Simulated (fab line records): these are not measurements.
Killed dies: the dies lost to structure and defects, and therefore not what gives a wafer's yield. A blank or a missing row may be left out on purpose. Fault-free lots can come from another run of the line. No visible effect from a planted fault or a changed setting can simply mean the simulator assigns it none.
Chamber matching + flow nand harc + NHARC_P_GATE_DESCUM_48 on rie diel-04 has 4 sister chambers
The step chemistry O2, time 3 s. 8 wafers are shown with their chamber, then 7 later ones without.

EACH WAFER AND ITS CHAMBER
| wafer  | chamber | drypump motor current A (A) | rf vpp V (V) |
|--------|---------|-----------------------------|--------------|
| L077.6 | 1       | 5.1                         | 58.2         |
| L083.3 | 0       | 5.9                         | 57.0         |
| L083.4 | 1       | 5.2                         | 58.9         |
| L089.1 | 3       | 4.9                         | 57.6         |
| L089.2 | 0       | 5.9                         | 55.3         |
| L089.4 | 2       | 6.2                         | 58.1         |
| L092.1 | 2       | 6.2                         | 58.5         |
| L092.3 | 3       | 4.9                         | 58.7         |

WAFERS WHOSE CHAMBER IS MISSING
| wafer  | drypump motor current A (A) | rf vpp V (V) |
|--------|-----------------------------|--------------|
| L092.6 | 5.2                         | 57.9         |
| L096.1 | 6.2                         | 58.6         |
| L096.3 | 5.9                         | 57.8         |
| L096.5 | 5.2                         | 58.4         |
| L097.3 | 4.9                         | 57.4         |
| L097.4 | 6.2                         | 58.8         |
| L097.5 | 4.9                         | 56.2         |

EACH ONE'S CHAMBER
| wafer  | from the rows above | in truth |
|--------|---------------------|----------|
| L092.6 | 1                   | 1        |
| L096.1 | 2                   | 2        |
| L096.3 | 0                   | 0        |
| L096.5 | 1                   | 1        |
| L097.3 | 3                   | 3        |
| L097.4 | 2                   | 2        |
| L097.5 | 3                   | 3        |
Correctly placed: 7 of 7. Can't be placed from these rows: 0. Wrongly placed: 0.
How it was worked out, from the rows above alone: a wafer's distance from a chamber is the root of the sum, over the readings, of the square of ((its reading less the chamber's mean) divided by the reading's scatter). The wafer belongs to the nearest chamber; if the next one is less than 2 further off, it can't be placed. Each chamber's mean is taken over the wafers shown for it. How the scatter is found: for the shown wafers, subtract from each reading the mean of its chamber, square and add these, divide the total by (wafers less chambers), then take the root.
